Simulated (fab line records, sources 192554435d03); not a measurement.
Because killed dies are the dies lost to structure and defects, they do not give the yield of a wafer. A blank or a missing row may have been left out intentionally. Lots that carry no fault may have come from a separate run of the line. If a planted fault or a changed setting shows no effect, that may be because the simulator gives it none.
The tool behind it: which one?	flow n5Finfet	12 lots with 36 wafers sampled at 5 steps, on a route of 1938 steps

WHAT THE GAUGES SHOWED, per wafer
N5_BEOL_M4_CD_MEAS_18: pitch 36 nm, target cd 18 nm.
lot	measured	on	cdNm (nm)
L074	day 7 14:56	cdSem-03	18.49 18.10 18.40
L077	day 8 05:15	cdSem-02	18.06 18.11 18.33
L079	day 8 17:16	cdSem-01	17.92 18.23 18.12
L081	day 9 12:09	cdSem-02	17.97 18.03 17.92
L082	day 9 14:58	cdSem-02	17.78 18.00 17.97
L085	day 10 08:45	cdSem-01	17.85 18.29 18.39
L087	day 10 17:35	cdSem-02	18.07 18.13 18.68
L088	day 11 04:58	cdSem-02	17.80 18.33 18.15
L092	day 11 21:52	cdSem-03	18.12 18.14 18.22
L093	day 12 21:44	cdSem-02	18.16 17.71 17.87
L094	day 13 01:31	cdSem-02	18.17 17.91 18.04
L097	day 13 02:49	cdSem-01	17.91 18.08 18.18

TOOL THAT RAN EACH LOT (tool first, then ch and the chambers of the sampled wafers, then the start)
lot	N5_BEOL_M3_ANNEAL_82	N5_BEOL_M3_SPUTTER_88	N5_BEOL_M4_ETCH_64	N5_BEOL_M4_STRIP_66
L074	pvdSputter-02, day 7 10:43	pvdSputter-02, day 7 11:05	rieDiel-06 ch 1,2, day 7 14:28	rieDiel-06 ch 1,2, day 7 14:36
L077	pvdSputter-03, day 8 01:23	pvdSputter-03, day 8 01:45	rieDiel-04 ch 0,1,2, day 8 04:53	rieDiel-04 ch 0,1,2, day 8 05:01
L079	pvdSputter-01, day 8 12:37	pvdSputter-01, day 8 12:58	rieDiel-02 ch 1,2,3, day 8 16:49	rieDiel-02 ch 1,2,3, day 8 16:56
L081	pvdSputter-03, day 9 06:02	pvdSputter-03, day 9 06:23	rieDiel-06 ch 0,2,3, day 9 11:46	rieDiel-06 ch 0,2,3, day 9 11:54
L082	pvdSputter-01, day 9 09:16	pvdSputter-01, day 9 09:38	rieDiel-06 ch 0,1,2, day 9 14:37	rieDiel-06 ch 0,1,2, day 9 14:45
L085	pvdSputter-03, day 10 04:46	pvdSputter-03, day 10 05:08	rieDiel-06 ch 2,3, day 10 08:08	rieDiel-06 ch 2,3, day 10 08:16
L087	pvdSputter-01, day 10 11:59	pvdSputter-01, day 10 12:20	rieDiel-06 ch 1,3, day 10 17:07	rieDiel-06 ch 1,3, day 10 17:14
L088	pvdSputter-03, day 11 00:37	pvdSputter-03, day 11 00:59	rieDiel-04 ch 0,1,3, day 11 04:34	rieDiel-04 ch 0,1,3, day 11 04:42
L092	pvdSputter-02, day 11 18:21	pvdSputter-02, day 11 18:43	rieDiel-02 ch 0,2, day 11 21:31	rieDiel-02 ch 0,2, day 11 21:39
L093	pvdSputter-03, day 12 18:02	pvdSputter-03, day 12 18:23	rieDiel-06 ch 1,2, day 12 21:23	rieDiel-06 ch 1,2, day 12 21:31
L094	pvdSputter-03, day 12 21:07	pvdSputter-03, day 12 21:29	rieDiel-04 ch 0,2,3, day 13 01:08	rieDiel-04 ch 0,2,3, day 13 01:17
L097	pvdSputter-01, day 12 22:47	pvdSputter-01, day 12 23:08	rieDiel-06 ch 0,1, day 13 02:23	rieDiel-06 ch 0,1, day 13 02:31
- N5_BEOL_M3_ANNEAL_82: time 240 s.
- N5_BEOL_M3_SPUTTER_88: material Cu, target thk 4.5 nm, time 8.29 s.
- N5_BEOL_M4_ETCH_64: etches SOC in N2/H2, target depth 75 nm, overetch 22.5 nm, time 121.9 s.
- N5_BEOL_M4_STRIP_66: strips in CF4.

THE ANSWER, worked out from the rows above alone
Rule: the lots themselves supply what counts as usual. Put in order of their means at a reading, lots are off if they are a third of the lots or fewer, leave a main group of 4 or more, and stand apart from it by a gap of 3 or more times the standard deviation of the main group's means; of several such gaps the widest counts. The tables above print the reading to a certain number of digits; a main group whose means all agree to those digits is not used. Also off: a lot with no number at a reading for which 4 or more lots have one. Where the step has rows for the other lots, those lots are counted as sound.
Across all readings shown, no lot is off: no conclusion can be drawn from this.

WHAT THE SIMULATOR HAD INSERTED
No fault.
